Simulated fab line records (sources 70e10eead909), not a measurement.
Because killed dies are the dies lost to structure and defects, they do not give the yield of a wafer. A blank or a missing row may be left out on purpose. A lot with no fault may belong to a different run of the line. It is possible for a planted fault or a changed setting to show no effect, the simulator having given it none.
Which tool did it? | flow nand_harc | Sampling: 14 lots, 42 wafers, 5 of 1302 route steps

## WHAT EACH GAUGE READ, for each wafer
NHARC_A_ONON_D1_THK_MEAS_30: measures by ellipsometry.
lot  | measured     | on            | thk_nm (nm)
L281 | day 8 04:26  | film_metro-02 | 1001 1001 1001
L282 | day 8 08:53  | film_metro-01 | 1007 1006 1006
L283 | day 9 06:05  | film_metro-01 | 992 992 992
L284 | day 9 06:05  | film_metro-02 | 1001 1002 1002
L286 | day 10 02:31 | film_metro-01 | 1011 1013 1010
L287 | day 11 01:58 | film_metro-01 | 988 988 988
L288 | day 11 01:57 | film_metro-02 | 994 994 994
L293 | day 13 07:08 | film_metro-02 | 1062 1063 1062
L294 | day 13 16:23 | film_metro-01 | 1079 1080 1079
L296 | day 14 09:01 | film_metro-01 | 1005 1006 1006
L298 | day 15 06:49 | film_metro-02 | 992 991 991
L302 | day 17 00:04 | film_metro-01 | 997 995 997
L303 | day 17 11:39 | film_metro-01 | 997 997 996
L304 | day 18 05:55 | film_metro-02 | 994 994 993

NHARC_A_CHANNEL_HOLE_D1_CD_MEAS_18.
lot  | measured     | on        | cd_nm (nm)
L281 | day 8 08:59  | cd_sem-03 | 101.4 98.1 99.7
L282 | day 8 13:39  | cd_sem-02 | 97.1 98.8 100.4
L283 | day 9 12:54  | cd_sem-03 | 98.3 99.3 99.8
L284 | day 9 14:32  | cd_sem-03 | 101.8 102.3 99.6
L286 | day 10 07:41 | cd_sem-02 | 101.6 101.5 99.2
L287 | day 11 08:23 | cd_sem-01 | 102.4 103.4 101.7
L288 | day 11 07:35 | cd_sem-03 | 100.5 100.0 99.2
L296 | day 14 13:35 | cd_sem-02 | 98.0 98.3 97.0
L298 | day 15 13:21 | cd_sem-02 | 100.8 97.7 98.5
L302 | day 17 06:46 | cd_sem-01 | 102.1 98.3 96.3
L303 | day 17 16:22 | cd_sem-03 | 99.6 101.4 99.4
L304 | day 18 10:35 | cd_sem-02 | 99.0 100.0 99.5

## EACH LOT AND THE TOOL THAT RAN IT (in order: tool; ch and the chambers of the sampled wafers; start)
lot  | NHARC_P_BONDPAD_ANNEAL_28        | NHARC_A_ONON_D1_DEP_28           | NHARC_A_CHANNEL_HOLE_D1_DESCUM_15
L281 | rtp_anneal-01 ch 0, day 6 15:26  | pecvd_onon-01 ch 0, day 8 03:59  | rie_diel-03 ch 0,1,3, day 8 07:53
L282 | rtp_anneal-01 ch 0, day 6 20:44  | pecvd_onon-02 ch 0, day 8 08:26  | rie_diel-03 ch 0,1, day 8 12:32
L283 | rtp_anneal-01 ch 0, day 7 14:47  | pecvd_onon-01 ch 0, day 9 05:38  | rie_diel-01 ch 0,3, day 9 11:43
L284 | rtp_anneal-02 ch 0, day 7 18:32  | pecvd_onon-04 ch 0, day 9 05:41  | rie_diel-03 ch 0,3, day 9 13:25
L286 | rtp_anneal-02 ch 0, day 8 13:32  | pecvd_onon-01 ch 0, day 10 02:04 | rie_diel-03 ch 2,3, day 10 06:35
L287 | rtp_anneal-01 ch 0, day 9 07:19  | pecvd_onon-01 ch 0, day 11 01:33 | rie_diel-03 ch 1,2,3, day 11 06:59
L288 | rtp_anneal-02 ch 0, day 9 15:22  | pecvd_onon-04 ch 0, day 11 01:26 | rie_diel-03 ch 1,2,3, day 11 06:28
L293 | rtp_anneal-02 ch 0, day 11 17:04 | pecvd_onon-01 ch 0, day 13 06:41 | -
L294 | rtp_anneal-01 ch 0, day 12 02:55 | pecvd_onon-01 ch 0, day 13 15:56 | -
L296 | rtp_anneal-02 ch 0, day 12 18:15 | pecvd_onon-02 ch 0, day 14 08:37 | rie_diel-03 ch 0,2,3, day 14 12:29
L298 | rtp_anneal-02 ch 0, day 13 18:53 | pecvd_onon-02 ch 0, day 15 06:21 | rie_diel-03 ch 0,2,3, day 15 12:15
L302 | rtp_anneal-01 ch 0, day 15 10:31 | pecvd_onon-01 ch 0, day 16 23:34 | rie_diel-09 ch 1,2,3, day 17 05:25
L303 | rtp_anneal-01 ch 0, day 15 22:58 | pecvd_onon-04 ch 0, day 17 11:08 | rie_diel-03 ch 2,3, day 17 15:16
L304 | rtp_anneal-02 ch 0, day 16 13:21 | pecvd_onon-02 ch 0, day 18 05:23 | rie_diel-03 ch 0,2, day 18 09:19
- NHARC_P_BONDPAD_ANNEAL_28: time 90 s.
- NHARC_A_ONON_D1_DEP_28: target thk 1000 nm.
- NHARC_A_CHANNEL_HOLE_D1_DESCUM_15: chemistry O2, time 3 s.

## WHAT THE TOOLS THEMSELVES READ (means of the sampled wafers that have a number; where no wafer has one, the mark that the record gives instead)
NHARC_P_BONDPAD_ANNEAL_28.
lot  | tool          | wafer_temp_C_max
L281 | rtp_anneal-01 | 227.2
L282 | rtp_anneal-01 | 226.6
L283 | rtp_anneal-01 | 226.8
L284 | rtp_anneal-02 | 225.9
L286 | rtp_anneal-02 | 225.9
L287 | rtp_anneal-01 | 226.7
L288 | rtp_anneal-02 | 226.0
L293 | rtp_anneal-02 | 225.6
L294 | rtp_anneal-01 | 226.6
L296 | rtp_anneal-02 | 225.8
L298 | rtp_anneal-02 | 226.1
L302 | rtp_anneal-01 | 226.7
L303 | rtp_anneal-01 | 226.9
L304 | rtp_anneal-02 | 226.0

NHARC_A_ONON_D1_DEP_28.
lot  | tool          | nh3_flow_sccm (sccm)
L281 | pecvd_onon-01 | 499.1
L282 | pecvd_onon-02 | 500.0
L283 | pecvd_onon-01 | 499.1
L284 | pecvd_onon-04 | 499.3
L286 | pecvd_onon-01 | 498.9
L287 | pecvd_onon-01 | 498.7
L288 | pecvd_onon-04 | 498.6
L293 | pecvd_onon-01 | 498.3
L294 | pecvd_onon-01 | 499.5
L296 | pecvd_onon-02 | 500.2
L298 | pecvd_onon-02 | 498.4
L302 | pecvd_onon-01 | 500.5
L303 | pecvd_onon-04 | 498.6
L304 | pecvd_onon-02 | 502.2

NHARC_A_CHANNEL_HOLE_D1_DESCUM_15.
lot  | tool        | drypump_motor_current_A (A) | oes_product_au (a.u.) | rf_vpp_V (V) | showerhead_plenum_p_Torr (Torr) | throttle_valve_pct (%)
L281 | rie_diel-03 | 5.60                        | 0.995                 | 57.6         | 1.92                            | 11.307
L282 | rie_diel-03 | 5.60                        | 1.013                 | 58.0         | 1.97                            | 11.322
L283 | rie_diel-01 | 5.50                        | 0.996                 | 58.1         | 1.87                            | 11.306
L284 | rie_diel-03 | 5.64                        | 1.007                 | 58.7         | 1.99                            | 11.307
L286 | rie_diel-03 | 5.85                        | 1.008                 | 58.5         | 1.96                            | 11.306
L287 | rie_diel-03 | 5.69                        | 1.011                 | 56.8         | 1.91                            | 11.307
L288 | rie_diel-03 | 5.71                        | 1.002                 | 57.5         | 1.91                            | 11.309
L296 | rie_diel-03 | 5.76                        | 0.994                 | 57.7         | 1.97                            | 11.308
L298 | rie_diel-03 | 5.76                        | 1.002                 | 57.3         | 1.97                            | 11.310
L302 | rie_diel-09 | 5.93                        | 0.996                 | 57.9         | 1.90                            | 11.304
L303 | rie_diel-03 | 5.84                        | 0.995                 | 58.4         | 1.96                            | 11.315
L304 | rie_diel-03 | 5.87                        | 1.002                 | 58.1         | 2.01                            | 11.306

## THE ANSWER, worked out from the rows above alone
Rule: the usual values come from the lots themselves. Put in order of their means at a reading, lots are off if they are a third of the lots or fewer, leave a main group of 4 or more, and stand apart from it by a gap of 3 or more times the standard deviation of the main group's means; of several such gaps the widest counts. A main group whose means are all the same, to the digits that the tables above print for the reading, isn't used. A lot without any number at a reading at which 4 lots or more have one is off too. All remaining lots with rows at the step are treated as sound. First the gauges in route order, then the tools' own readings, where a lot's mean is used as printed above. At the first step where some lot is off, the reading lying furthest off is the one used; lots without a number count as furthest.
Off: L293, L294, at NHARC_A_ONON_D1_THK_MEAS_30 (thk_nm). The main group: mean 998 nm, standard deviation 6.8.
A tool fits if, at a process step before that reading, it ran every lot that is off, and no sound lot after the first of them. Those tools and the gauges at NHARC_A_ONON_D1_THK_MEAS_30 are tried in the same way. No candidate that was tried fits.

## WHAT THE SIMULATOR HAD INSERTED
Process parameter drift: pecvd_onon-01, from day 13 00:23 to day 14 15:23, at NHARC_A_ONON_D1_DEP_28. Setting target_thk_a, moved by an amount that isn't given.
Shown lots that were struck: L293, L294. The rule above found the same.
